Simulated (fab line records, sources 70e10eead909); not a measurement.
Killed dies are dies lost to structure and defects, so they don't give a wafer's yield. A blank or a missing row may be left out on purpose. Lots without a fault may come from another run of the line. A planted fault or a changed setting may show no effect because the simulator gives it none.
Chamber matching | flow nand_harc | NHARC_A_BONDPAD_CMP_29 on cmp-03: 4 sister chambers
The step polishes SiCN, target thk 200 nm. 8 wafers are shown with their chamber, then 10 later ones without.

WAFERS WITH THEIR CHAMBER
wafer  | chamber | motor_current_A (A)
L079.3 | 1       | 11.2
L083.1 | 1       | 12.0
L088.6 | 0       | 10.5
L091.1 | 3       | 9.5
L091.4 | 2       | 11.5
L091.6 | 2       | 11.4
L092.1 | 0       | 10.4
L092.3 | 3       | 9.8

WAFERS WITHOUT THEIR CHAMBER
wafer  | motor_current_A (A)
L092.4 | 11.8
L094.1 | 11.3
L094.4 | 11.6
L094.6 | 11.5
L096.2 | 9.7
L096.4 | 11.6
L096.5 | 10.2
L097.2 | 10.6
L097.4 | 9.5
L097.6 | 11.4

WHICH CHAMBER EACH WENT THROUGH
wafer  | from the rows above     | in truth
L092.4 | can't be placed: 1 or 2 | 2
L094.1 | can't be placed: 2 or 1 | 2
L094.4 | can't be placed: 1 or 2 | 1
L094.6 | can't be placed: 2 or 1 | 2
L096.2 | 3                       | 3
L096.4 | can't be placed: 1 or 2 | 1
L096.5 | can't be placed: 0 or 3 | 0
L097.2 | 0                       | 0
L097.4 | 3                       | 3
L097.6 | can't be placed: 2 or 1 | 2
Placed correctly: 3 of 10. Can't be placed from these rows: 7 (the true chamber is among the candidates in 7). Placed wrongly: 0.
How it was worked out, from the rows above alone: a wafer's distance from a chamber is the root of the sum, over the readings, of the square of ((its reading less the chamber's mean) divided by the reading's scatter). The wafer belongs to the nearest chamber; if the next one is less than 2 further off, it can't be placed. A chamber's mean is the mean of its shown wafers. The scatter: the root of (the sum of the squares of (reading less its chamber's mean) over the shown wafers, divided by (wafers less chambers)).
